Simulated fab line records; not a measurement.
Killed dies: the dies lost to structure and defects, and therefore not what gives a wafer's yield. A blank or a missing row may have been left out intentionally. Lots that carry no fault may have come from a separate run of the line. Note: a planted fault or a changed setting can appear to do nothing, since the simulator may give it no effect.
Split-lot trial | flow n5-finfet | on a route of 1938 steps: 7 lots, 21 wafers read

## SPLIT DETAILS
At N5_BEOL_M5_ETCH_41 (etches SiCN in CH3F/O2, target depth 31.5 nm, time 56.7 s), the setting source-w was moved away from the recipe's 395 W on 9 of the 21 wafers read, by -5.1% to +15.5%. For the rest of the wafers, this setting stayed at what the recipe calls for.

The reading is taken at the split's own step.

## THE READING
rf-vpp-V, in V, at N5_BEOL_M5_ETCH_41 (etches SiCN in CH3F/O2, target depth 31.5 nm, time 56.7 s). Fault-free wafers of this fab line usually give 297.3 V, standard deviation 1.6 V.

wafer  | tool, chamber at the split | source-w as run, W | against the recipe | rf-vpp-V, V | against lot-mates on the recipe
L079.1 | rie-diel-01, 0             | 395                | recipe             | 299.0       | -
L079.3 | rie-diel-01, 2             | 395                | recipe             | 297.6       | -
L079.5 | rie-diel-01, 1             | 395                | recipe             | 297.6       | -
L082.2 | rie-diel-04, 0             | 420.6              | +6.5%              | 294.5       | -4.1
L082.4 | rie-diel-04, 1             | 395                | recipe             | 298.6       | -
L082.5 | rie-diel-04, 1             | 420.6              | +6.5%              | 293.1       | -5.5
L087.1 | rie-diel-06, 1             | 395                | recipe             | 297.1       | -
L087.3 | rie-diel-06, 3             | 395                | recipe             | 295.4       | -
L087.4 | rie-diel-06, 2             | 375                | -5.1%              | 303.6       | +7.4
L091.3 | rie-diel-06, 2             | 395                | recipe             | 296.6       | -
L091.4 | rie-diel-06, 0             | 430.5              | +9.0%              | 290.7       | -5.9
L091.5 | rie-diel-06, 0             | 430.5              | +9.0%              | 289.6       | -7.0
L093.1 | rie-diel-01, 3             | 395                | recipe             | 296.8       | -
L093.2 | rie-diel-01, 0             | 395                | recipe             | 297.6       | -
L093.4 | rie-diel-01, 1             | 395                | recipe             | 296.9       | -
L094.1 | rie-diel-04, 0             | 450.5              | +14.1%             | 287.9       | -8.2
L094.2 | rie-diel-04, 2             | 450.5              | +14.1%             | 283.4       | -12.7
L094.6 | rie-diel-04, 2             | 395                | recipe             | 296.1       | -
L096.2 | rie-diel-01, 3             | 456.3              | +15.5%             | 283.1       | -12.1
L096.4 | rie-diel-01, 1             | 456.3              | +15.5%             | 284.2       | -11.0
L096.5 | rie-diel-01, 2             | 395                | recipe             | 295.2       | -

THE FIT
A straight line over all 21 wafers: rf-vpp-V changes by -0.845 V for each +1% of source-w; r = -0.97; the points scatter about the line by 1.5 V.
The same after taking each lot's own level away (the mean of its wafers on the recipe; 21 wafers): -0.782 V for each +1%; r = -0.97; scatter 1.2 V.
That fit puts the effect of the largest move of source-w on the reading at 12 V.
The span of the lots' own levels, 295.20 to 298.60 V, comes to 2.1 times the standard deviation stated above.
So the lot-to-lot level changes the slope little: the two slopes agree.
Check: for one of the wafers moved furthest among these (+15.5%), held out of the fit, the line's prediction against its lot-mates is -11.7 V. It came out at -12.1 V against them.
Tool readings at the split's step, against how far the setting was moved: rf-vpp-V r = -0.97.

## FILE'S OWN FIT
rf-vpp-V changes by -0.771 V for each +1% of source-w, r = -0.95.
